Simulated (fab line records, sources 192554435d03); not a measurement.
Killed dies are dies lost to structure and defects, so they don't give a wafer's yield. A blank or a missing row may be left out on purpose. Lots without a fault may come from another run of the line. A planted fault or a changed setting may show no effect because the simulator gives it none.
Chamber matching | flow n5_finfet | N5_BEOL_M10_ETCH_61 on rie_diel-01: 4 sister chambers
The step etches SiARC in CF4, target depth 39 nm, time 65 s. 4 wafers are shown with their chamber, then 7 later ones without.

WAFERS WITH THEIR CHAMBER
wafer  | chamber | showerhead_plenum_p_Torr (Torr)
L085.2 | 2       | 2.11
L085.3 | 3       | 2.10
L090.3 | 0       | 2.06
L090.4 | 1       | 2.23

WAFERS WITHOUT THEIR CHAMBER
wafer  | showerhead_plenum_p_Torr (Torr)
L090.6 | 2.06
L094.2 | 2.11
L094.3 | 2.22
L094.4 | 2.06
L097.4 | 2.09
L097.5 | 2.22
L097.6 | 2.05

WHICH CHAMBER EACH WENT THROUGH
wafer  | from the rows above     | in truth
L090.6 | 0                       | 0
L094.2 | can't be placed: 2 or 3 | 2
L094.3 | 1                       | 1
L094.4 | 0                       | 0
L097.4 | can't be placed: 3 or 2 | 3
L097.5 | 1                       | 1
L097.6 | 0                       | 0
Placed correctly: 5 of 7. Can't be placed from these rows: 2 (the true chamber is among the candidates in 2). Placed wrongly: 0.
How it was worked out, from the rows above alone: a wafer's distance from a chamber is the root of the sum, over the readings, of the square of ((its reading less the chamber's mean) divided by the reading's scatter). The wafer belongs to the nearest chamber; if the next one is less than 2 further off, it can't be placed. A chamber's mean is the mean of its shown wafers. The scatter: with one shown wafer a chamber, the root of the mean of the squares of how far each hidden wafer lies from its nearest shown one.
